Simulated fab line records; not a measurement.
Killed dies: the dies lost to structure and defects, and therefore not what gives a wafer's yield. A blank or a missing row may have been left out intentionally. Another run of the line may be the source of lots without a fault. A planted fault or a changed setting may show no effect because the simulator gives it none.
Struck lot and sound lot, side by side + flow n5-finfet + 36 steps out of a route of 1938
Sound: these wafers, L478.1, L478.4, L478.6. Struck: wafer L468.4. (L468.6 of the same lot was not struck and is left out.) The cause comes at the end.
Per side, at each step with rows, come the tool, then ch with its chambers, and then its first start. Under that, the readings that differ: sound wafers + struck wafers + difference of the means + sigmas: that difference in standard deviations of wafers without a fault.
alike: same words and numbers on both sides, and readings whose means sit less than 2 such deviations apart. not compared: any withheld reading, any reading some wafer has no value for, any bound like >300 that may hide the same value, and any number with overlapping values for which the record gives no deviation.
Wherever a step has rows on one side only, a row that says differs or no value, or a row with sigmas, the two part there. Non-overlapping numbers with no deviation appear without sigmas and do not part them. Lack of a reading on every wafer of one side parts them only where that side has two or more wafers.

first, 8 steps without rows for these wafers: N5_BEOL_M0_ECD_118 (material Cu, target thk 300 nm); N5_BEOL_M0_ANNEAL_119 (time 90 s); N5_BEOL_M0_CMP_120 (polishes, stops on SiOC, t overpolish 6.9 s); N5_BEOL_M0_PRE_CLEAN_131 (time 15 s); N5_BEOL_M0_CO_CAP_123 (material Co, precursor CCTBA/H2, target thk 2 nm, time 102.1 s); N5_BEOL_M0_PRE_CLEAN_124 (time 15 s); N5_BEOL_M0_DEP_125 (deposits SiCN from 3MS/NH3, target thk 8 nm, time 14 s); N5_BEOL_M1_ILD_DEP_00 (deposits SiOC from DEMS/O2, target thk 79 nm, time 15.3 s).
N5_BEOL_M1_PECVD_72: deposits SiO2 from TEOS/O2, target thk 16 nm, time 18 s.
  sound on pecvd-04 ch 0,1, day 10 00:38; struck on pecvd-03 ch 2, day 7 00:22
| reading                                    | sound      | struck | difference | sigmas |
|--------------------------------------------|------------|--------|------------|--------|
| model.SiO2_of_BEOL_M1_PECVD_72.thk-nm (nm) | 16 16.2 16 | 15.2   | -0.9       |        |
  alike: heater-power-w, showerhead-plenum-p-Torr, throttle-valve-pct
then, 25 steps without rows for these wafers: N5_BEOL_M1_HM_DEP_02 (deposits TiN, target thk 20 nm); N5_BEOL_M1_COAT_61 (time 60 s, resist thk 60 nm); N5_BEOL_M1_COAT_62 (time 60 s, resist thk 12 nm); N5_BEOL_M1_COAT_73 (time 60 s, resist thk 5 nm); N5_BEOL_M1_COAT_05 (resist thk 30 nm); N5_BEOL_M1_EBR_07; N5_BEOL_M1_SOFTBAKE_06 (time 60 s); N5_BEOL_M1_EXPOSE_08 (exposes mask M1); N5_BEOL_M1_PEB_09 (peb time 60 s); N5_BEOL_M1_DEVELOP_10 (develop time 30 s); N5_BEOL_M1_DESCUM_16 (chemistry O2, time 7 s); N5_BEOL_M1_ETCH_74 (etches underlayer in N2/H2, target depth 6.5 nm, time 5.2 s); N5_BEOL_M1_ETCH_63 (etches SiARC in CF4, target depth 15.6 nm, time 26 s); N5_BEOL_M1_ETCH_64 (etches SOC in N2/H2, target depth 75 nm, overetch 15 nm, time 112.5 s); N5_BEOL_M1_STRIP_65 (strips in N2/H2); N5_BEOL_M1_STRIP_75 (strips in N2/H2); N5_BEOL_M1_STRIP_66 (strips in CF4); N5_BEOL_M1_HM_OPEN_17 (chemistry Cl2/BCl3, target TiN, target depth 20 nm, overetch 6 nm); N5_BEOL_M1_STRIP_19 (strips in O2); N5_BEOL_M1_COAT_67 (time 60 s, resist thk 60 nm); N5_BEOL_M1_COAT_68 (time 60 s, resist thk 12 nm); N5_BEOL_M1_COAT_76 (time 60 s, resist thk 5 nm); N5_BEOL_M1_COAT_22 (resist thk 30 nm); N5_BEOL_M1_EBR_24; N5_BEOL_M1_SOFTBAKE_23 (time 60 s).
N5_BEOL_M1_HM_STRIP_39: strips TiN in peroxide tin strip, target depth 25 nm, time 158 s.
  sound on wet-bench-01 ch 1,6,7, day 10 04:01; struck on wet-bench-01 ch 4, day 7 04:19
| reading                                    | sound        | struck | difference | sigmas |
|--------------------------------------------|--------------|--------|------------|--------|
| model.SiO2_of_BEOL_M1_PECVD_72.thk-nm (nm) | 15.8 16 15.8 | 15.2   | -0.7       |        |
N5_BEOL_M4_RC_MEAS_101:
  sound on prober-02 ch 0, day 11 16:30; struck on prober-02 ch 0, day 8 15:19
  alike: DIBL_N, DIBL_P, IOFF_N, IOFF_P, ION_N, ION_P, SS_N, SS_P, VT_N, VT_P

## WHERE THEY PART
Nowhere in this record.

WHY: what had been put in by the simulator
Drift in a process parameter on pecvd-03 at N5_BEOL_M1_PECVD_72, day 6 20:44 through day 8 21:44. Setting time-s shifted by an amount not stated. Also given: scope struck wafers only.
